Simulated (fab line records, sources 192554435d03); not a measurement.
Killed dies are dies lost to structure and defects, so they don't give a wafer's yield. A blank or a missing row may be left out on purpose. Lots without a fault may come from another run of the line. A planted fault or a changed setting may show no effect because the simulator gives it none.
Chamber matching | flow n5_finfet | N5_BEOL_M10_CURE_71 on uv_cure-02: 3 sister chambers
The step cures SiCOH lowk, time 240 s. 3 wafers are shown with their chamber, then 10 later ones without.

WAFERS WITH THEIR CHAMBER
wafer  | chamber | wafer_temp_C_max
L077.4 | 0       | 386.0
L079.6 | 2       | 386.1
L094.5 | 1       | 386.4

WAFERS WITHOUT THEIR CHAMBER
wafer  | wafer_temp_C_max
L094.6 | 386.0
L095.1 | 386.9
L095.2 | 387.3
L095.5 | 387.3
L095.3 | 386.8
L095.4 | 387.1
L095.6 | 386.6
L097.3 | 386.4
L097.5 | 386.8
L097.6 | 386.6

WHICH CHAMBER EACH WENT THROUGH
wafer  | from the rows above          | in truth
L094.6 | can't be placed: 0 or 2 or 1 | 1
L095.1 | can't be placed: 1 or 2 or 0 | 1
L095.2 | can't be placed: 1 or 2 or 0 | 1
L095.5 | can't be placed: 1 or 2 or 0 | 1
L095.3 | can't be placed: 1 or 2 or 0 | 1
L095.4 | can't be placed: 1 or 2 or 0 | 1
L095.6 | can't be placed: 1 or 2 or 0 | 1
L097.3 | can't be placed: 1 or 2 or 0 | 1
L097.5 | can't be placed: 1 or 2 or 0 | 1
L097.6 | can't be placed: 1 or 2 or 0 | 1
Placed correctly: 0 of 10. Can't be placed from these rows: 10 (the true chamber is among the candidates in 10). Placed wrongly: 0.
How it was worked out, from the rows above alone: a wafer's distance from a chamber is the root of the sum, over the readings, of the square of ((its reading less the chamber's mean) divided by the reading's scatter). The wafer belongs to the nearest chamber; if the next one is less than 2 further off, it can't be placed. A chamber's mean is the mean of its shown wafers. The scatter: with one shown wafer a chamber, the root of the mean of the squares of how far each hidden wafer lies from its nearest shown one.
